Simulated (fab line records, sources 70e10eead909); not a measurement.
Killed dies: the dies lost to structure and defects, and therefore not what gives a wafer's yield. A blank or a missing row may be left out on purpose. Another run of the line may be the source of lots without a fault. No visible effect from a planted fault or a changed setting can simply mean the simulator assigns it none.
The tool behind it: which one? + flow nand_harc + 11 lots, 33 wafers sampled, at 7 steps of a route of 1302

== WHAT THE GAUGES READ, wafer by wafer ==
NHARC_P_GATE_CD_MEAS_59 targets a cd of 720 nm. Usual: cd_nm 718.7 nm, standard deviation 2.9.
| lot  | measured     | on        | cd_nm (nm)        | flag |
|------|--------------|-----------|-------------------|------|
| L875 | day 6 05:33  | cd_sem-03 | 719.8 722.4 724.0 |      |
| L881 | day 8 10:50  | cd_sem-01 | 715.9 719.1 718.0 |      |
| L882 | day 8 22:56  | cd_sem-01 | 722.5 719.5 724.6 |      |
| L884 | day 9 18:46  | cd_sem-01 | 716.3 719.4 714.1 |      |
| L889 | day 12 09:12 | cd_sem-02 | 719.8 715.9 712.2 |      |
| L891 | day 12 19:10 | cd_sem-03 | 716.6 718.8 718.0 |      |
| L893 | day 13 09:20 | cd_sem-03 | 724.8 724.9 721.6 |      |
| L894 | day 14 00:34 | cd_sem-02 | 714.0 715.2 719.2 |      |
| L895 | day 14 15:44 | cd_sem-01 | 723.6 722.3 722.1 |      |
| L896 | day 14 19:16 | cd_sem-03 | 716.8 714.7 718.1 |      |
| L897 | day 15 02:02 | cd_sem-02 | 718.8 720.7 720.6 |      |

NHARC_P_GATE_INSPECT_68. Usual: raw_defect_count 200, standard deviation 67.
| lot  | measured     | on                | raw_defect_count | flag |
|------|--------------|-------------------|------------------|------|
| L875 | day 6 10:23  | defect_inspect-02 | 185 178 148      |      |
| L881 | day 8 15:31  | defect_inspect-02 | 119 368 253      |      |
| L882 | day 9 03:49  | defect_inspect-02 | 221 151 158      |      |
| L884 | day 9 23:36  | defect_inspect-01 | 233 179 204      |      |
| L889 | day 12 14:01 | defect_inspect-01 | 181 151 131      |      |
| L891 | day 12 23:56 | defect_inspect-02 | 166 196 296      |      |
| L893 | day 13 14:05 | defect_inspect-02 | 244 235 212      |      |
| L894 | day 14 05:22 | defect_inspect-01 | 114 105 187      |      |
| L895 | day 14 20:52 | defect_inspect-01 | 164 174 202      |      |
| L896 | day 15 00:16 | defect_inspect-01 | 196 244 142      |      |
| L897 | day 15 06:52 | defect_inspect-02 | 198 233 307      |      |

NHARC_P_CONTACT_CD_MEAS_12 targets a cd of 90 nm. Usual: cd_nm 89.6 nm, standard deviation 0.81.
| lot  | measured     | on        | cd_nm (nm)                    | flag |
|------|--------------|-----------|-------------------------------|------|
| L875 | day 6 12:00  | cd_sem-03 | 89.1 89.4 90.2                |      |
| L881 | day 8 17:00  | cd_sem-02 | 89.6 90.5 89.4                |      |
| L882 | day 9 05:37  | cd_sem-01 | 81.4 82.3 82.0 81.9 82.2 82.3 | OFF  |
| L884 | day 10 01:12 | cd_sem-03 | 89.1 89.6 88.6                |      |
| L889 | day 12 15:38 | cd_sem-03 | 91.1 89.2 89.7                |      |
| L891 | day 13 01:52 | cd_sem-01 | 89.8 89.8 89.7                |      |
| L893 | day 13 15:43 | cd_sem-02 | 89.5 89.5 90.5                |      |
| L894 | day 14 06:59 | cd_sem-03 | 89.7 90.8 91.7                |      |
| L895 | day 14 22:28 | cd_sem-02 | 90.5 89.6 90.7                |      |
| L896 | day 15 01:45 | cd_sem-03 | 90.6 89.4 90.4                |      |
| L897 | day 15 08:29 | cd_sem-02 | 91.0 90.5 89.5                |      |

NHARC_P_CONTACT_CD_MEAS_19. Usual: cd_nm 90.0 nm, standard deviation 1.8.
| lot  | measured     | on        | cd_nm (nm)                    | flag |
|------|--------------|-----------|-------------------------------|------|
| L875 | day 6 13:03  | cd_sem-03 | 86.9 88.2 88.7                |      |
| L881 | day 8 18:03  | cd_sem-02 | 90.7 92.5 91.1                |      |
| L882 | day 9 07:48  | cd_sem-01 | 78.4 83.5 80.3 78.5 83.7 80.5 | OFF  |
| L884 | day 10 02:16 | cd_sem-03 | 89.5 91.7 90.2                |      |
| L889 | day 12 16:41 | cd_sem-01 | 89.6 90.4 89.0                |      |
| L891 | day 13 02:56 | cd_sem-01 | 89.3 92.5 92.3                |      |
| L893 | day 13 16:46 | cd_sem-01 | 90.8 88.6 89.9                |      |
| L894 | day 14 08:02 | cd_sem-02 | 91.9 88.3 89.8                |      |
| L895 | day 14 23:31 | cd_sem-01 | 90.5 94.7 91.9                |      |
| L896 | day 15 02:49 | cd_sem-02 | 92.2 90.8 92.7                |      |
| L897 | day 15 09:41 | cd_sem-03 | 91.8 90.2 90.3                |      |

NHARC_END_SORT_01. Usual: killed_at_array 63, standard deviation 27; killed_at_other 0.7, standard deviation 1.2; killed_at_periphery 3.1, standard deviation 2; killed_dies 67, standard deviation 28; killed_open 3.0, standard deviation 1.9; killed_short 2.2, standard deviation 1.5.
| lot  | measured     | on        | killed_at_array | killed_at_other | killed_at_periphery | killed_dies | killed_open | killed_short | flag |
|------|--------------|-----------|-----------------|-----------------|---------------------|-------------|-------------|--------------|------|
| L882 | day 27 22:42 | prober-02 | 111             | 1               | 2                   | 114         | 1           | 1            |      |

== WHAT TOOL EACH LOT RAN ON (gives the tool, then ch and the chambers of the sampled wafers, and finally the start) ==
| lot  | NHARC_P_CONTACT_EXPOSE_09          | NHARC_P_CONTACT_ETCH_35            |
|------|------------------------------------|------------------------------------|
| L875 | arfi_scanner-01 ch 0, day 6 11:52  | rie_diel-01 ch 0,1,2, day 6 12:16  |
| L881 | arfi_scanner-01 ch 0, day 8 16:52  | rie_diel-06 ch 2,3, day 8 17:16    |
| L882 | arfi_scanner-02 ch 0, day 9 05:28  | rie_diel-01 ch 0,2, day 9 07:01    |
| L884 | arfi_scanner-02 ch 0, day 10 01:04 | rie_diel-06 ch 1,2, day 10 01:28   |
| L889 | arfi_scanner-02 ch 0, day 12 15:29 | rie_diel-04 ch 0,2,3, day 12 15:55 |
| L891 | arfi_scanner-03 ch 0, day 13 01:44 | rie_diel-06 ch 0,1,2, day 13 02:09 |
| L893 | arfi_scanner-02 ch 0, day 13 15:34 | rie_diel-04 ch 1,2,3, day 13 15:59 |
| L894 | arfi_scanner-01 ch 0, day 14 06:50 | rie_diel-04 ch 0,1,3, day 14 07:16 |
| L895 | arfi_scanner-02 ch 0, day 14 22:20 | rie_diel-04 ch 0,2,3, day 14 22:44 |
| L896 | arfi_scanner-02 ch 0, day 15 01:37 | rie_diel-06 ch 1,2,3, day 15 02:01 |
| L897 | arfi_scanner-01 ch 0, day 15 08:21 | rie_diel-06 ch 0,1,3, day 15 08:46 |
- NHARC_P_CONTACT_EXPOSE_09: exposes mask P CA, target cd 90 nm.
- NHARC_P_CONTACT_ETCH_35: etches the open film in CF4, target depth 39 nm, time 65 s.

== AS READ BY THE TOOLS THEMSELVES (means over the sampled wafers that have a number; for cases with no such wafer, the mark the record gives instead) ==
NHARC_P_CONTACT_ETCH_35. Usual: bias_w 99.99 W, standard deviation 0.29; drypump_motor_current_A 5.6 A, standard deviation 0.44; oes_product_au 1.005 a.u., standard deviation 0.012; rf_vpp_V 151.4 V, standard deviation 1.1; showerhead_plenum_p_Torr 1.78 Torr, standard deviation 0.064; throttle_valve_pct 13.284 %, standard deviation 0.0095.
| lot  | tool        | bias_w (W) | drypump_motor_current_A (A) | oes_product_au (a.u.) | rf_vpp_V (V) | showerhead_plenum_p_Torr (Torr) | throttle_valve_pct (%) | flag |
|------|-------------|------------|-----------------------------|-----------------------|--------------|---------------------------------|------------------------|------|
| L875 | rie_diel-01 | 100.02     | 5.6                         | 0.994                 | 151.0        | 1.79                            | 13.292                 |      |
| L881 | rie_diel-06 | 99.90      | 5.4                         | 1.019                 | 150.3        | 1.72                            | 13.285                 |      |
| L882 | rie_diel-01 | 100.12     | 5.9                         | 0.999                 | 151.6        | 1.80                            | 13.289                 |      |
| L884 | rie_diel-06 | 100.23     | 6.0                         | 1.017                 | 151.4        | 1.79                            | 13.275                 |      |
| L889 | rie_diel-04 | 99.99      | 5.3                         | 0.999                 | 151.4        | 1.79                            | 13.283                 |      |
| L891 | rie_diel-06 | 100.03     | 6.0                         | 1.013                 | 151.2        | 1.77                            | 13.285                 |      |
| L893 | rie_diel-04 | 100.18     | 5.6                         | 1.000                 | 152.5        | 1.83                            | 13.289                 |      |
| L894 | rie_diel-04 | 99.81      | 5.4                         | 1.013                 | 150.8        | 1.79                            | 13.282                 |      |
| L895 | rie_diel-04 | 99.98      | 5.2                         | 1.004                 | 151.6        | 1.79                            | 13.281                 |      |
| L896 | rie_diel-06 | 100.10     | 5.6                         | 1.002                 | 151.5        | 1.76                            | 13.277                 |      |
| L897 | rie_diel-06 | 100.02     | 5.6                         | 1.010                 | 151.0        | 1.75                            | 13.279                 |      |

== THE ANSWER, worked out from the rows above alone ==
Rule: take the mean of a lot's wafers that have a number; if it is more than 3 standard deviations from the usual mean, the lot is off. Also off: a lot with no number at a reading for which 4 or more lots have one. Where the step has rows for the other lots, those lots are counted as sound. After the gauges, taken in route order, come the tools' own readings; for these a lot's mean is taken, as printed above. At the first step where some lot is off, the reading lying furthest off is the one used; lots without a number count as furthest.
Off, at NHARC_P_CONTACT_CD_MEAS_12 on cd_nm: L882.
A tool fits if, at a process step before that reading, it ran every lot that is off, and no sound lot after the first of them. Those tools and the gauges at NHARC_P_CONTACT_CD_MEAS_12 are tried in the same way. Not one of the candidates tried fits.

== WHAT THE SIMULATOR HAD PUT IN ==
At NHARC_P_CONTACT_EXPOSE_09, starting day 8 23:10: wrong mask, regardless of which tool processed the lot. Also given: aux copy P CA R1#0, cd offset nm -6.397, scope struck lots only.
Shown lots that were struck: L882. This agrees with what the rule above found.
